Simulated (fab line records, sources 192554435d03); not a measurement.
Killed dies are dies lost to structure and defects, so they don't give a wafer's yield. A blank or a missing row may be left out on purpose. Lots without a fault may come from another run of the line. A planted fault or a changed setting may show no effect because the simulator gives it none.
Split-lot experiment | flow n5_finfet | 7 lots, 21 wafers read, on a route of 1938 steps

THE SPLIT
At N5_SDB_COAT_05 (resist thk 90 nm), the setting spin_rpm was moved away from the recipe's 1500 rpm on 4 of the 21 wafers read, by -9.9% to +4.0%. The other wafers ran this setting at the recipe's value.

FROM THE SPLIT TO THE READING: what the file shows between them, 6 steps
- N5_SDB_EBR_07
- N5_SDB_SOFTBAKE_06: time 60 s
- N5_SDB_EXPOSE_08: exposes mask SDB
- N5_SDB_PEB_09: peb time 60 s
- N5_SDB_DEVELOP_10: develop time 30 s
- N5_SDB_DESCUM_16: chemistry O2, time 7.9 s

THE READING
CAR-ArF_of_SDB_COAT_05.thk_nm (the simulator's own value, which no gauge read), in nm, at N5_SDB_ETCH_17 (etches SiARC in CF4, target depth 23.4 nm, time 39 s). The file gives no usual value for it. The 17 wafers here that ran the recipe average 66.7 nm, standard deviation 0.27 nm.

wafer  | tool, chamber at the split | spin_rpm as run, rpm | against the recipe | CAR-ArF_of_SDB_COAT_05.thk_nm, nm | against lot-mates on the recipe
L074.1 | litho_track-01, 0          | 1500                 | recipe             | 67                                | -
L074.2 | litho_track-01, 0          | 1500                 | recipe             | 66.8                              | -
L074.5 | litho_track-01, 0          | 1560                 | +4.0%              | 65                                | -1.9
L075.1 | litho_track-02, 0          | 1500                 | recipe             | 67                                | -
L075.2 | litho_track-02, 0          | 1436                 | -4.3%              | 68.6                              | +1.7
L075.3 | litho_track-02, 0          | 1500                 | recipe             | 66.8                              | -
L078.1 | litho_track-02, 0          | 1500                 | recipe             | 66.2                              | -
L078.4 | litho_track-02, 0          | 1500                 | recipe             | 66.2                              | -
L078.5 | litho_track-02, 0          | 1500                 | recipe             | 66.4                              | -
L083.3 | litho_track-02, 0          | 1500                 | recipe             | 67                                | -
L083.5 | litho_track-02, 0          | 1500                 | recipe             | 67                                | -
L083.6 | litho_track-02, 0          | 1500                 | recipe             | 67                                | -
L094.1 | litho_track-02, 0          | 1500                 | recipe             | 66.8                              | -
L094.2 | litho_track-02, 0          | 1500                 | recipe             | 66.6                              | -
L094.3 | litho_track-02, 0          | 1500                 | recipe             | 66.6                              | -
L096.2 | litho_track-05, 0          | 1500                 | recipe             | 66.6                              | -
L096.3 | litho_track-05, 0          | 1500                 | recipe             | 66.8                              | -
L096.4 | litho_track-05, 0          | 1500                 | recipe             | 66.4                              | -
L097.3 | litho_track-01, 0          | 1351                 | -9.9%              | 71.8                              | +5.0
L097.5 | litho_track-01, 0          | 1351                 | -9.9%              | 71.8                              | +5.0
L097.4 | litho_track-01, 0          | 1500                 | recipe             | 66.8                              | -

THE FIT
A straight line over all 21 wafers: CAR-ArF_of_SDB_COAT_05.thk_nm changes by -0.5 nm for each +1% of spin_rpm; r = -0.99; the points scatter about the line by 0.27 nm.
The same after taking each lot's own level away (the mean of its wafers on the recipe; 21 wafers): -0.494 nm for each +1%; r = -1.00; scatter 0.14 nm.
On that fit, the largest move of spin_rpm shifts the reading by 4.9 nm.
The lots' own levels span 66.27 to 67.00 nm, that is 2.7 times the standard deviation above.
So the lot-to-lot level changes the slope little: the two slopes agree.
Check: with one of the wafers moved furthest among these (-9.9%) left out of the fit, the line predicts +4.82 nm for it against its lot-mates. It came out at +5 nm against them.

OTHER SPLITS ON THESE WAFERS
These wafers also went through other splits before the reading. Each is held against what the fit with the lots' levels taken away leaves over:
other split on the same wafers | wafers away from the commonest value | r with CAR-ArF_of_SDB_COAT_05.thk_nm (lot level and that fit taken away)
N5_SD_EPI_N_EPI_21 temp_c      | 9                                    | +0.01

THE WHOLE CHAIN: every reading that the file lists as answering this split, in the file's order
step              | what it does                                         | reading                                                                        | change (the file's fit)               | r (the file's)
N5_SDB_COAT_05    | resist thk 90 nm                                     | CAR-ArF_of_SDB_COAT_05.thk_nm (the simulator's own value, which no gauge read) | -0.475 nm for each +1% of the setting | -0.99
N5_SDB_DEVELOP_10 | develop time 30 s                                    | CAR-ArF_of_SDB_COAT_05.thk_nm (the simulator's own value, which no gauge read) | -0.46 nm for each +1% of the setting  | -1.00
N5_SDB_ETCH_17    | etches SiARC in CF4, target depth 23.4 nm, time 39 s | CAR-ArF_of_SDB_COAT_05.thk_nm (the simulator's own value, which no gauge read) | -0.486 nm for each +1% of the setting | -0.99

THE FILE'S OWN FIT
CAR-ArF_of_SDB_COAT_05.thk_nm changes by -0.486 nm for each +1% of spin_rpm, r = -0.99.
